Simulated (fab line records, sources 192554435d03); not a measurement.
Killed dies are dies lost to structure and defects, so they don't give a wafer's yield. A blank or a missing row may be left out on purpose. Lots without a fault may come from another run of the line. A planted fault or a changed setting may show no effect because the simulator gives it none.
fab line records | flow n5_finfet | part 1 of 2: steps 1 to 15 of 16
record lots=6 wafers=18 last_day=18
route steps=1938 shown BEOL_M0_SAQP@665 BEOL_M4@1111 PASSIVATION@1936
lots that met no fault: from a run of the same line without faults
start_h: hours from the record's first day to the start of the lot's first wafer shown | wait_h: hours since the lot's step before | " the same as in the row above | L1.1+2: a row that stands for several wafers | - no value, or no start given | * or withheld: withheld | < > ~ a bound
route shown NAME@n: a module of which the file shows steps, and the number in the route of the first | usual: mean/standard deviation of fault-free wafers | same: alike in all rows | chamber/n: place in a boat | sites: the reading at each site | _std_site: their standard deviation | _edge_site: outer sites' mean less inner sites' | radius_mm: how far each site lies from the wafer's centre | mask NAME#n: copy n | behind: the tool/chamber that last shaped the wafer | hold: why the lot was held/for how many hours/how that ended | device: the transistor (n, p or np) that didn't switch | end of line: the same wafers' tests at the end of the route | a step without rows: its recipe alone | killed: dies lost to structure and defects at the first sort, not the wafer's yield | map: a wafer's dies, x killed, . not, _ none there
set.NAME: the setting as run; set.NAME@STEP: as run at that earlier step | model.NAME: the simulator's own value behind a step, which no gauge read
lots at some steps of the route; a table a step, a row a wafer
services: from which hour (start_h, from the record's first day; less than 0 if before it) a tool's chamber was out of use, for how many hours, and why
## steps
# step N5_BEOL_M0_SAQP_MANDREL1_REMOVE_100
# recipe chemistry=HBr/Cl2/O2 bt_time_s=10 target=a-Si stop_on=SiNx endpoint=OES-SiCl over_etch_frac=0.85 icp_w=600 bias_w=30 HBr_flow_sccm=150 Cl2_flow_sccm=80 O2_flow_sccm=5 pressure_mtorr=10
# step N5_BEOL_M0_SAQP_CD_MEAS_25
# recipe target_cd_nm=13.1 landing_energy_ev=1000 detector=se_inlens
# usual cd_nm=12.77/0.21
# same landing_energy_ev=1000
# columns lot.wafer tool chamber start_h wait_h cd_nm
L713.2 cd_sem-01 0 139.52 0.1 12.59
L713.3 " 0 " " 12.71
L713.4 " 0 " " 12.88
L717.1 cd_sem-03 0 167.19 0.1 12.63
L717.3 " 0 " " 12.76
L717.4 " 0 " " 12.99
L724.2 cd_sem-01 0 208.34 0.1 12.75
L724.4 " 0 " " 12.35
L724.5 " 0 " " 12.57
L725.4 cd_sem-02 0 213.18 0.1 12.97
L725.5 " 0 " " 12.50
L725.6 " 0 " " 12.79
L730.4 cd_sem-03 0 238.96 0.1 12.66
L730.5 " 0 " " 12.71
L730.6 " 0 " " 12.71
L731.3 cd_sem-02 0 248.45 0.1 12.88
L731.4 " 0 " " 12.75
L731.6 " 0 " " 12.35
# step N5_BEOL_M0_SAQP_ETCH_101
# recipe chemistry=CH3F/O2 target=SiNx mask_material=SiO2 target_depth_a=299 time_s=42.7 pressure_mtorr=30 source_w=395 bias_w=73 Ar_flow_sccm=150 CH3F_flow_sccm=30 O2_flow_sccm=20 ion_energy_ev=120
# step N5_BEOL_M0_SAQP_ETCH_102
# recipe chemistry=CF4 target=SiO2 target_depth_a=40 ion_energy_ev=350 time_s=4.4 pressure_mtorr=10 icp_w=800 bias_w=400 cf4_flow_sccm=80
# usual drypump_motor_current_A=5.78/0.26 oes_product_au=1.002/0.021 throttle_valve_pct=21.84/0.25
# columns lot.wafer tool chamber start_h wait_h drypump_motor_current_A oes_product_au rf_hours_counter_h throttle_valve_pct
L713.2 rie_si-02 2 139.66 0.1 5.89 0.977 33 22.14
L713.3 " 3 " " 6.27 0.982 13 22.09
L713.4 " 0 " " 5.82 0.970 4 21.48
L717.1 rie_si-01 2 167.34 0.1 5.39 1.005 71 22.16
L717.3 " 3 " " 6.19 1.009 138 21.56
L717.4 " 1 " " 5.63 1.009 7 21.94
L724.2 rie_si-03 2 208.51 0.1 5.83 1.004 58 21.52
L724.4 " 1 " " 5.63 1.033 130 21.67
L724.5 " 0 " " 5.44 0.971 - 21.92
L725.4 rie_si-03 3 213.32 0.0 6.12 1.031 136 21.86
L725.5 " 1 " " 5.57 1.035 - 21.69
L725.6 " 2 " " 5.82 1.005 - 21.53
L730.4 rie_si-02 3 239.10 0.1 6.26 0.987 14 22.12
L730.5 " 1 " " 5.84 1.006 - 22.23
L730.6 " 0 " " 5.81 0.973 - 21.47
L731.3 rie_si-02 2 248.59 0.1 5.85 0.981 35 22.14
L731.4 " 3 " " 6.23 0.982 14 22.14
L731.6 " 0 " " 5.81 0.963 - 21.47
# step N5_BEOL_M0_SAQP_MANDREL_ETCH_103
# recipe chemistry=HBr/Cl2 target=a-Si target_depth_a=450 bt_time_s=10 stop_on=SiCN mask_material=SiO2 over_etch_frac=0.8 time_s=27 pressure_mtorr=10 icp_w=800 bias_w=75 HBr_flow_sccm=150 Cl2_flow_sccm=80 ends=end_point
# usual drypump_motor_current_A=5.79/0.26 oes_product_au=0.684/0.014 throttle_valve_pct=35.5/0.3
# columns lot.wafer tool chamber start_h wait_h drypump_motor_current_A oes_product_au rf_hours_counter_h throttle_valve_pct
L713.2 rie_si-02 2 139.70 0.0 5.83 0.675 33 35.9
L713.3 " 3 " " 6.25 0.678 13 35.9
L713.4 " 0 " " 5.82 0.676 4 35.1
L717.1 rie_si-01 2 167.38 0.0 5.43 0.694 71 35.8
L717.3 " 3 " " 6.19 0.677 138 35.3
L717.4 " 1 " " 5.64 0.687 7 35.5
L724.2 rie_si-03 2 208.54 0.0 5.83 0.682 58 35.3
L724.4 " 1 " " 5.60 0.696 130 35.1
L724.5 " 0 " " 5.40 0.672 - 35.5
L725.4 rie_si-03 3 213.36 0.0 6.10 0.701 136 35.6
L725.5 " 1 " " 5.65 0.698 - 35.1
L725.6 " 2 " " 5.81 0.684 - 35.3
L730.4 rie_si-02 3 239.14 0.0 6.24 0.687 14 35.9
L730.5 " 1 " " 5.85 0.704 - 36.0
L730.6 " 0 " " 5.82 0.676 - 35.1
L731.3 rie_si-02 2 248.63 0.0 5.86 0.670 35 35.9
L731.4 " 3 " " 6.22 0.667 14 35.9
L731.6 " 0 " " 5.82 0.653 - 35.1
# step N5_BEOL_M0_SAQP_RECESS_104
# recipe chemistry=HF/NH3 target=SiO2 target_depth_a=180 afs_cycles=3 temp_c=30 sublimation_temp_c=180 sublimation_time_s=60
# step N5_BEOL_M0_SAQP_COAT_105
# recipe resist=SOC temp_c=250 time_s=60 spin_rpm=1500 resist_thk_nm=100
# step N5_BEOL_M0_SAQP_ETCH_106
# recipe chemistry=N2/H2 target=SOC target_depth_a=1500 stop_on=SiNx ion_energy_ev=100 bias_w=61 pressure_mtorr=30 source_w=850 n2_flow_sccm=200 h2_flow_sccm=200
# step N5_BEOL_M0_SAQP_ETCH_107
# recipe chemistry=CH3F/O2 target=SiNx target_depth_a=300 mask_material=SOC pressure_mtorr=30 source_w=395 bias_w=73 Ar_flow_sccm=150 CH3F_flow_sccm=30 O2_flow_sccm=20 ion_energy_ev=120
# step N5_BEOL_M0_SAQP_STRIP_108
# recipe chemistry=N2/H2 power_w=500 temp_c=40 pressure_mtorr=50 rf_frequency_hz=6e+07 overash_fraction=0.3 bias_power_w=28 h2_frac=0.5 n2_flow_sccm=300 h2_flow_sccm=300
# usual drypump_motor_current_A=5.5/0.42 oes_product_au=0.79/0.082 rf_vpp_V=122.0/0.91 showerhead_plenum_p_Torr=3.38/0.097 temp_c=40.01/0.13 throttle_valve_pct=19.0/0.39
# columns lot.wafer tool chamber start_h wait_h drypump_motor_current_A oes_product_au rf_hours_counter_h rf_vpp_V showerhead_plenum_p_Torr temp_c throttle_valve_pct
L713.2 rie_diel-03 2 140.32 0.0 5.4 0.97 5 121.6 3.30 40.06 19.0
L713.3 " 0 " " 5.6 0.76 164 120.7 3.35 40.09 18.5
L713.4 " 1 " " 5.3 0.73 195 122.5 3.46 40.15 18.9
L717.1 rie_diel-04 2 168.34 0.0 5.3 0.94 11 120.9 3.30 40.10 18.6
L717.3 " 3 " " 5.2 0.73 165 122.1 3.48 40.07 19.4
L717.4 " 0 " " 5.7 0.76 166 122.2 3.36 39.88 19.6
L724.2 rie_diel-04 1 209.17 0.0 4.9 0.85 63 123.1 3.54 40.08 19.4
L724.4 " 3 " " 5.3 0.72 - 122.9 3.48 39.99 19.5
L724.5 " 1 " " 4.9 0.88 - 123.4 3.54 39.79 19.4
L725.4 rie_diel-04 1 214.00 0.0 4.9 0.85 - 122.5 3.54 40.08 19.4
L725.5 " 3 " " 5.3 0.72 - 121.9 3.48 40.05 19.4
L725.6 " 2 " " 5.3 0.91 - 120.8 3.29 40.10 18.6
L730.4 rie_diel-05 1 239.77 0.0 5.8 0.72 184 120.8 3.21 40.12 18.8
L730.5 " 0 " " 4.8 0.69 - 122.2 3.45 40.00 19.5
L730.6 " 1 " " 5.8 0.73 - 122.3 3.21 40.06 18.8
L731.3 rie_diel-04 1 249.51 0.0 4.9 0.84 77 123.3 3.53 39.80 19.4
L731.4 " 0 " " 5.6 0.73 188 121.6 3.35 39.87 19.6
L731.6 " 3 " " 5.3 0.71 - 123.0 3.47 40.10 19.5
# step N5_BEOL_M0_SAQP_RECESS_109
# recipe chemistry=HF/NH3 target=SiO2 target_depth_a=30 afs_cycles=1 temp_c=30 sublimation_temp_c=180 sublimation_time_s=60
# usual drypump_motor_current_A=5.7/0.48 temp_c=30.00/0.097
# columns lot.wafer tool chamber start_h wait_h drypump_motor_current_A temp_c
L713.2 vapor_etch-01 0 140.38 0.0 5.5 29.96
L713.3 " 1 " " 5.2 30.07
L713.4 " 0 " " 5.5 29.99
L717.1 vapor_etch-01 0 168.40 0.0 5.5 29.95
L717.3 " 0 " " 5.5 30.02
L717.4 " 1 " " 5.2 30.04
L724.2 vapor_etch-01 0 209.24 0.0 5.5 30.08
L724.4 " 1 " " 5.2 29.98
L724.5 " 0 " " 5.5 30.22
L725.4 vapor_etch-01 0 214.10 0.1 5.5 30.10
L725.5 " 1 " " 5.2 29.98
L725.6 " 0 " " 5.5 29.97
L730.4 vapor_etch-01 0 239.87 0.1 5.5 30.15
L730.5 " 0 " " 5.5 30.08
L730.6 " 1 " " 5.2 29.97
L731.3 vapor_etch-02 1 249.61 0.1 6.5 30.02
L731.4 " 0 " " 6.0 30.00
L731.6 " 1 " " 6.5 30.15
# step N5_BEOL_M0_SAQP_SPACER2_ALD_26
# recipe material=SiO2 target_thk_a=150 temp_c=300 ald_precursor_family=BDEAS ald_co_reactant=O2-plasma pulse_time_s=1 purge_time_s=2 co_reactant_purge_time_s=2 pressure_torr=2
# step N5_BEOL_M0_SAQP_SPACER2_ETCHBACK_27
# recipe chemistry=CHF3/O2 mode=anisotropic_etchback target=SiO2 target_depth_a=225 time_s=11.25 pressure_mtorr=30 source_w=650 bias_w=170 Ar_flow_sccm=200 CHF3_flow_sccm=50 O2_flow_sccm=5 ion_energy_ev=200
# usual CHF3_flow_sccm=50.02/0.15 O2_flow_sccm=5.001/0.012 drypump_motor_current_A=5.5/0.44 oes_f_703_au=0.78/0.078 oes_product_au=0.79/0.084 rf_vpp_V=525/5.8 showerhead_plenum_p_Torr=2.41/0.068 throttle_valve_pct=18.87/0.13
# columns lot.wafer tool chamber start_h wait_h CHF3_flow_sccm O2_flow_sccm drypump_motor_current_A oes_f_703_au oes_product_au rf_hours_counter_h rf_vpp_V showerhead_plenum_p_Torr throttle_valve_pct model.a-Si_of_BEOL_M0_SAQP_PECVD_96.thk_nm
L713.2 rie_diel-05 0 141.08 0.3 49.94 5.034 4.8 0.70 0.71 211 527 2.48 18.97 42.6
L713.3 " 3 " " 50.26 5.000 5.8 0.75 0.75 133 525 2.41 18.91 42.8
L713.4 " 0 " " 49.88 5.003 4.8 0.70 0.71 - 526 2.48 18.97 43.8
L717.1 rie_diel-03 3 169.09 0.3 49.68 5.003 6.2 0.82 0.83 67 528 2.35 18.84 42.6
L717.3 " 0 " " 49.91 4.985 5.6 0.76 0.74 173 522 2.40 18.77 41.8
L717.4 " 1 " " 50.06 5.001 5.2 0.72 0.71 203 522 2.49 19.04 42.8
L724.2 rie_diel-05 2 212.05 0.3 - - - - - - - - - 43.2
L724.4 " 0 " " - - - - - - - - - 44.4
L724.5 " 1 " " - - - - - - - - - 44.8
L725.4 rie_diel-05 1 214.78 0.3 - - - - - - - - - 44.4
L725.5 " 0 " " - - - - - - - - - 44.6
L725.6 " 1 " " - - - - - - - - - 44.2
L730.4 rie_diel-05 2 240.53 0.3 50.13 4.989 6.1 0.74 0.76 158 534 2.41 18.84 43.4
L730.5 " 1 " " 50.04 4.992 5.8 0.72 0.72 - 514 2.31 18.81 43.4
L730.6 " 0 " " 50.12 4.997 4.7 0.69 0.69 - 527 2.47 19.02 43.2
L731.3 rie_diel-05 3 250.31 0.3 49.89 4.981 5.8 0.72 0.72 166 525 2.40 18.95 42.2
L731.4 " 1 " " 50.07 4.985 5.8 0.72 0.72 188 513 2.31 18.82 42
L731.6 " 2 " " 49.90 5.003 6.1 0.75 0.76 - 534 2.41 18.85 41.8
# step N5_BEOL_M0_SAQP_MANDREL2_REMOVE_110
# recipe chemistry=HBr/Cl2/O2 bt_time_s=10 target=a-Si stop_on=SiCN endpoint=OES-SiCl over_etch_frac=1 icp_w=600 bias_w=30 HBr_flow_sccm=150 Cl2_flow_sccm=80 O2_flow_sccm=5 pressure_mtorr=10
# usual drypump_motor_current_A=5.79/0.26 oes_product_au=1.002/0.019 throttle_valve_pct=36.8/0.3
# columns lot.wafer tool chamber start_h wait_h drypump_motor_current_A oes_product_au rf_hours_counter_h throttle_valve_pct
L713.2 rie_si-01 0 141.17 0.1 5.58 1.016 19 36.7
L713.3 " 1 " " 5.64 1.022 7 36.8
L713.4 " 2 " " 5.41 1.006 - 37.0
L717.1 rie_si-02 3 169.18 0.1 6.26 0.988 13 37.2
L717.3 " 0 " " 5.81 0.972 4 36.4
L717.4 " 2 " " 5.88 0.985 34 37.2
L724.2 rie_si-03 0 212.13 0.1 5.40 0.979 141 36.8
L724.4 " 2 " " 5.82 1.003 58 36.6
L724.5 " 0 " " 5.40 0.974 - 36.8
L725.4 rie_si-01 1 214.87 0.1 5.62 1.006 8 36.8
L725.5 " 0 " " 5.59 1.020 - 36.7
L725.6 " 3 " " 6.22 0.999 - 36.6
L730.4 rie_si-01 1 240.62 0.1 5.65 1.005 9 36.8
L730.5 " 2 " " 5.43 1.013 - 37.1
L730.6 " 3 " " 6.20 1.011 - 36.6
L731.3 rie_si-03 3 250.40 0.1 6.09 1.026 136 36.8
L731.4 " 1 " " 5.62 1.022 131 36.4
L731.6 " 2 " " 5.83 1.004 - 36.6
# step N5_BEOL_M4_RC_MEAS_101
# usual DIBL_N=36.4/1.5 DIBL_P=35.8/1.7 IOFF_N=0.154/0.022 IOFF_P=0.21/0.031 ION_N=672/8.8 ION_P=462/7.2 SS_N=71.5/0.53 SS_P=73.2/0.62 VT_N=250.4/2.5 VT_P=-250/3.5
# columns lot.wafer tool chamber start_h wait_h DIBL_N[mV/V] DIBL_P[mV/V] IOFF_N[nA/um] IOFF_P[nA/um] ION_N[uA/um] ION_P[uA/um] SS_N[mV/dec] SS_P[mV/dec] VT_N[mV] VT_P[mV]
L713.2 prober-02 0 205.52 0.2 33.6 32.8 0.124 0.20 673 475 70.7 72.4 251.4 -246
L713.3 " 0 " " 34.8 34.0 0.140 0.21 662 461 71.3 73.2 252.0 -248
L713.4 " 0 " " 34.2 34.0 0.140 0.21 668 469 71.1 73.1 247.1 -247
L717.1 prober-01 0 246.27 0.0 36.1 35.4 0.138 0.17 667 452 71.0 73.0 252.3 -254
L717.3 " 0 " " 34.6 34.8 0.120 0.17 662 454 71.5 71.9 254.8 -255
L717.4 " 0 " " 36.3 36.6 0.148 0.19 676 461 71.8 73.9 251.2 -253
L730.4 prober-01 0 301.30 0.5 37.2 36.3 0.176 0.25 689 473 71.9 74.3 248.4 -246
L730.5 " 0 " " 36.9 34.8 0.156 0.22 667 459 72.1 72.9 252.1 -247
L730.6 " 0 " " 36.4 35.2 0.161 0.23 678 467 71.9 72.9 250.2 -249
L731.3 prober-02 0 322.91 0.3 34.8 33.2 0.115 0.17 662 454 70.1 72.4 254.0 -251
L731.4 " 0 " " 34.5 33.1 0.119 0.17 668 463 70.5 72.8 251.2 -253
L731.6 " 0 " " 35.1 33.4 0.122 0.17 657 461 70.2 72.3 253.7 -251
## key
first_sign step=N5_BEOL_M0_SAQP_SPACER2_ETCHBACK_27 reading=tool_record direction=missing
effect step=N5_PASSIVATION_PROBE_49 reading=killed_at_M0_to_M3 direction=up sigmas=99+ usual=32 struck=1117
model_effect step=N5_BEOL_M0_SAQP_SPACER2_ETCHBACK_27 value=a-Si_of_BEOL_M0_SAQP_PECVD_96.thk_nm without=42.83 struck=44.27
more_kills_born_at N5_BEOL_M0_SAQP_SPACER2_ETCHBACK_27@rie_diel-05=6498
met_at N5_BEOL_M0_SAQP_SPACER2_ETCHBACK_27
struck_wafers L724.2,L724.4,L724.5,L725.4,L725.5,L725.6
later_rows_left_out L724.2,L724.4,L724.5,L725.4,L725.5,L725.6
onset_between 141.08 212.05
fault kind=skipped_step_whole tool=rie_diel-05 chamber=- onset_h=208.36 steps=N5_BEOL_M0_SAQP_SPACER2_ETCHBACK_27 scope=struck_lots_only
# later_rows_left_out: the simulator's readings of these wafers behind a module that went badly wrong aren't trusted and aren't shown, but for the sort
